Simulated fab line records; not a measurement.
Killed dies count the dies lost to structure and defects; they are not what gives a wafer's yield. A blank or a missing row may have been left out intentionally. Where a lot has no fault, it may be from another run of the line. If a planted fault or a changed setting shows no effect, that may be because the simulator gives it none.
fab line records	flow nand-harc	part 2 of 2: steps 25 to 33 of 33
[record] lots = 5	wafers = 15	last-day = 32
route steps=1302 shown A_SIN_REMOVE@951 A_WL_FILL@952 A_CONTACT@983
lots with no fault: from the same line, run without faults
start-h: start of the lot's first displayed wafer, in hours after the record's first day	wait-h: time in hours since the lot's previous step	" identical to the entry in the row above	L1.1+2: a single row standing in for several wafers	- no value, or no start given	* or withheld: withheld	< > ~ a bound
route shown NAME@n: names a module that has steps shown in the file, with the first one's number in the route	usual: mean and standard deviation over wafers with no fault	same: alike in all rows	chamber/n: place in a boat	sites: readings site by site	_std_site: their standard deviation	_edge_site: outer sites' mean less inner sites'	radius-mm: for every site, how far away it sits from the centre of the wafer	mask NAME#n: copy n	behind: tool/chamber where the wafer was last shaped	hold: why the lot was held/for how many hours/how that ended	device: the transistor (n, p or np) that didn't switch	end of line: tests run on the same wafers once the route is complete	a step without rows: its recipe alone	killed: count of dies lost to structure and defects at first sort (not the wafer's yield)	map: a wafer's dies, x killed, . not, _ none there
set.NAME: setting as actually run; set.NAME@STEP: the setting as run at that earlier step	model.NAME: the simulator's own value behind a step, which no gauge read
lots at some steps of the route; a table a step, a row a wafer
services: a tool's chamber out of use, with start hour (start-h, from the record's first day; less than 0 if before it), hours out, and reason
[[steps]]
[step NHARC_A_WL_FILL_CMP_12]
[recipe] t-overpolish-s = 30	target-thk-nm = 100
[usual] motor-current-A = 12.4/1	overpolish-run-s = 30.000/0.0091	slurry-filter-dp-kPa = 13.52/0.15	time-to-endpoint-s = 18/3.1
lot.wafer	tool	chamber	start-h	wait-h	motor-current-A	overpolish-run-s	slurry-filter-dp-kPa	time-to-endpoint-s
L088.2	cmp-04	3	625.99	0.2	13.4	29.996	13.61	18
L088.4	"	0	"	"	11.9	29.995	13.34	23
L088.6	"	0	"	"	11.5	30.007	13.45	21
L087.4	cmp-01	0	626.06	0.1	12.7	30.011	13.66	17
L087.2	"	1	"	"	12.6	29.999	13.66	17
L087.3	"	2	"	"	14.2	30.009	13.31	16
L092.1	cmp-04	0	681.42	0.1	11.9	29.993	13.43	19
L092.4	"	2	"	"	11.9	29.997	13.84	19
L092.3	"	3	"	"	13.4	30.010	13.57	19
L093.4	cmp-04	2	683.97	0.1	11.9	29.996	13.38	19
L093.3	"	3	"	"	12.4	30.002	13.43	16
L093.2	"	0	"	"	12.2	29.994	13.21	19
L095.4	cmp-01	0	694.82	0.1	12.5	30.002	13.55	22
L095.5	"	2	"	"	13.9	30.007	13.67	20
L095.6	"	3	"	"	10.9	30.000	13.68	21
[step NHARC_A_WL_FILL_SRD_31]
lot.wafer	tool	chamber	start-h	wait-h
L088.2+6+4	wet-bench-01	7,3,4	626.31	0.0
L087.3+4+2	wet-bench-09	6,7,2	626.36	0.0
L092.3+1+4	wet-bench-09	3,4,6	681.74	0.0
L093.4+2+3	wet-bench-01	0,1,3	684.28	0.0
L095.4+5+6	wet-bench-04	0,1,4	695.09	0.0
[step NHARC_A_WL_FILL_INSPECT_15]
[usual] raw-defect-count = 479/100
lot.wafer	tool	chamber	start-h	wait-h	raw-defect-count
L088.2	defect-inspect-01	-	626.46	0.0	433
L088.4	"	-	"	"	514
L088.6	"	-	"	"	503
L087.2	defect-inspect-02	-	626.52	0.0	303
L087.3	"	-	"	"	502
L087.4	"	-	"	"	547
L092.1	defect-inspect-01	-	681.91	0.0	589
L092.3	"	-	"	"	555
L092.4	"	-	"	"	611
L093.2	defect-inspect-02	-	684.42	0.0	549
L093.3	"	-	"	"	403
L093.4	"	-	"	"	831
L095.4	defect-inspect-02	-	695.24	0.0	400
L095.5	"	-	"	"	496
L095.6	"	-	"	"	510
[step NHARC_A_CONTACT_DEP_24]
[recipe] target-thk-a = 5000	temp-c = 400	pressure-torr = 6.5	rf-w = 900	teos-flow-sccm = 161.4	flow-sccm = 2650	target-thk-nm = 500	gas = O2	material = SiO2
[usual] heater-power-w = 565/76	throttle-valve-pct = 15.9/0.46
lot.wafer	tool	chamber	start-h	wait-h	heater-power-w	throttle-valve-pct
L088.2	pecvd-04	0	626.53	0.1	611	16.3
L088.4	"	0	"	"	630	16.5
L088.6	"	2	"	"	498	16.3
L087.3	pecvd-01	1	626.65	0.1	457	15.7
L087.2	"	2	"	"	644	15.4
L087.4	"	0	"	"	414	16.3
L092.3	pecvd-04	1	682.05	0.1	547	15.4
L092.1	"	2	"	"	520	16.2
L092.4	"	0	"	"	578	16.1
L093.3	pecvd-03	0	684.48	0.1	670	16.4
L093.2	"	2	"	"	602	15.5
L093.4	"	0	"	"	673	16.4
L095.6	pecvd-01	2	695.49	0.3	605	15.4
L095.5	"	0	"	"	522	15.8
L095.4	"	1	"	"	462	15.3
[step NHARC_A_CONTACT_DEP_28]
[recipe] target-thk-a = 70000	temp-c = 400	material = aC
[usual] throttle-valve-pct = 35.001/0.0094
lot.wafer	tool	chamber	start-h	wait-h	throttle-valve-pct
L088.2	acl-dep-01	0	627.84	0.8	35.005
L088.4	"	0	629.27	2.2	35.006
L088.6	"	0	630.70	3.6	34.997
L087.2	acl-dep-03	0	627.91	0.8	34.993
L087.3	"	0	"	"	34.997
L087.4	"	0	"	"	34.988
L092.1	acl-dep-02	0	682.66	0.1	34.983
L092.3	"	0	684.07	1.5	34.998
L092.4	"	0	"	"	35.017
L093.2	acl-dep-01	0	687.00	2.0	34.998
L093.3	"	0	"	"	35.012
L093.4	"	0	"	"	34.987
L095.4	acl-dep-03	0	698.01	2.2	35.008
L095.5	"	0	"	"	35.004
L095.6	"	0	"	"	35.004
[step NHARC_A_CONTACT_DEP_29]
[recipe] target-thk-a = 1000	target-thk-nm = 100	temp-c = 400	pressure-torr = 3.5	flow-sccm = 200	rf-w = 350	material = SiON
[usual] heater-power-w = 759/71
lot.wafer	tool	chamber	start-h	wait-h	heater-power-w
L088.2	pecvd-01	1	631.49	2.9	640
L088.4	"	2	"	"	848
L088.6	"	0	"	"	746
L087.2	pecvd-03	2	631.51	2.9	672
L087.3	"	0	"	"	730
L087.4	"	2	"	"	695
L092.1	pecvd-01	1	686.95	3.6	685
L092.3	"	2	"	"	795
L092.4	"	0	"	"	681
L093.2	pecvd-04	0	690.68	3.0	725
L093.3	"	2	"	"	708
L093.4	"	1	"	"	793
L095.6	pecvd-03	0	700.21	0.1	791
L095.4	"	1	"	"	846
L095.5	"	2	"	"	765
[step NHARC_A_CONTACT_DEHYDRATE_32]
[recipe] temp-c = 150	time-s = 120
[usual] chill-plate-temp-C = 22.98/0.11	resist-line-temp-C = 23.00/0.11
lot.wafer	tool	chamber	start-h	wait-h	chill-plate-temp-C	resist-line-temp-C
L088.2	litho-track-04	0	631.70	0.2	22.78	22.97
L088.4	"	0	"	"	23.04	22.92
L088.6	"	0	"	"	23.14	22.98
L087.2	litho-track-06	0	631.75	0.2	23.15	22.98
L087.3	"	0	"	"	23.11	22.95
L087.4	"	0	"	"	23.29	22.98
L092.1	litho-track-01	0	687.20	0.2	23.10	22.90
L092.3	"	0	"	"	22.96	22.92
L092.4	"	0	"	"	23.06	23.01
L093.2	litho-track-06	0	690.95	0.2	23.00	23.24
L093.3	"	0	"	"	22.96	23.15
L093.4	"	0	"	"	22.92	23.05
L095.4	litho-track-01	0	700.39	0.1	23.02	23.25
L095.5	"	0	"	"	23.03	23.02
L095.6	"	0	"	"	23.11	23.03
[step NHARC_A_CONTACT_HMDS_33]
[recipe] time-s = 30
[usual] chill-plate-temp-C = 22.99/0.1	resist-line-temp-C = 22.98/0.11
lot.wafer	tool	chamber	start-h	wait-h	chill-plate-temp-C	resist-line-temp-C
L088.2	litho-track-04	0	-	-	23.15	22.96
L088.4	"	0	"	"	23.17	22.98
L088.6	"	0	"	"	22.96	23.05
L087.2	litho-track-06	0	-	-	23.02	23.01
L087.3	"	0	"	"	22.99	23.00
L087.4	"	0	"	"	22.83	22.96
L092.1	litho-track-01	0	-	-	22.94	22.91
L092.3	"	0	"	"	22.98	23.04
L092.4	"	0	"	"	22.95	23.04
L093.2	litho-track-06	0	-	-	22.96	23.02
L093.3	"	0	"	"	23.06	22.96
L093.4	"	0	"	"	22.93	22.94
L095.4	litho-track-01	0	-	-	23.19	23.01
L095.5	"	0	"	"	23.07	23.01
L095.6	"	0	"	"	23.04	23.18
[step NHARC_A_CONTACT_COAT_34]
[recipe] temp-c = 260	time-s = 75
[usual] chill-plate-temp-C = 23.00/0.1	resist-line-temp-C = 23.03/0.11
lot.wafer	tool	chamber	start-h	wait-h	chill-plate-temp-C	resist-line-temp-C
L088.2	litho-track-04	0	-	-	23.02	23.03
L088.4	"	0	"	"	23.04	23.27
L088.6	"	0	"	"	22.93	23.10
L087.2	litho-track-06	0	-	-	23.01	22.97
L087.3	"	0	"	"	22.98	22.96
L087.4	"	0	"	"	23.09	22.97
L092.1	litho-track-01	0	-	-	23.01	22.81
L092.3	"	0	"	"	23.09	23.09
L092.4	"	0	"	"	23.12	23.03
L093.2	litho-track-06	0	-	-	22.92	22.86
L093.3	"	0	"	"	22.98	23.03
L093.4	"	0	"	"	22.99	22.96
L095.4	litho-track-01	0	-	-	22.97	23.07
L095.5	"	0	"	"	23.14	22.94
L095.6	"	0	"	"	23.06	23.00
[[services]]
tool	chamber	start-h	hours	kind
lpcvd-poly-04	-	589.97	21.6	repair
rie-diel-11	0	596.02	11.0	repair
cmp-04	-	601.03	4.0	pm
plasma-asher-02	-	603.32	9.0	pm
cvd-w-01	-	607.08	0.7	repair
rie-diel-11	-	609.50	9.0	pm
cmp-04	-	611.71	1.5	repair
ald-hk-04	-	612.54	10.0	pm
ald-metal-01	1	621.71	22.8	repair
cvd-w-01	-	623.55	0.5	repair
cmp-04	-	626.50	0.6	repair
wet-bench-01	-	629.60	8.0	pm
rie-metal-02	-	631.05	9.0	pm
pecvd-04	-	631.22	13.0	pm
cvd-w-02	-	631.86	13.0	pm
ald-metal-01	-	637.13	0.9	repair
rie-diel-07	-	648.20	9.0	pm
ald-hk-01	-	653.29	10.0	pm
rie-si-05	-	659.00	9.0	pm
pecvd-01	-	673.22	13.0	pm
rie-diel-07	-	677.69	0.5	repair
litho-track-01	-	680.00	7.0	pm
cmp-04	-	685.11	22.5	repair
rie-diel-07	2	694.75	5.1	repair
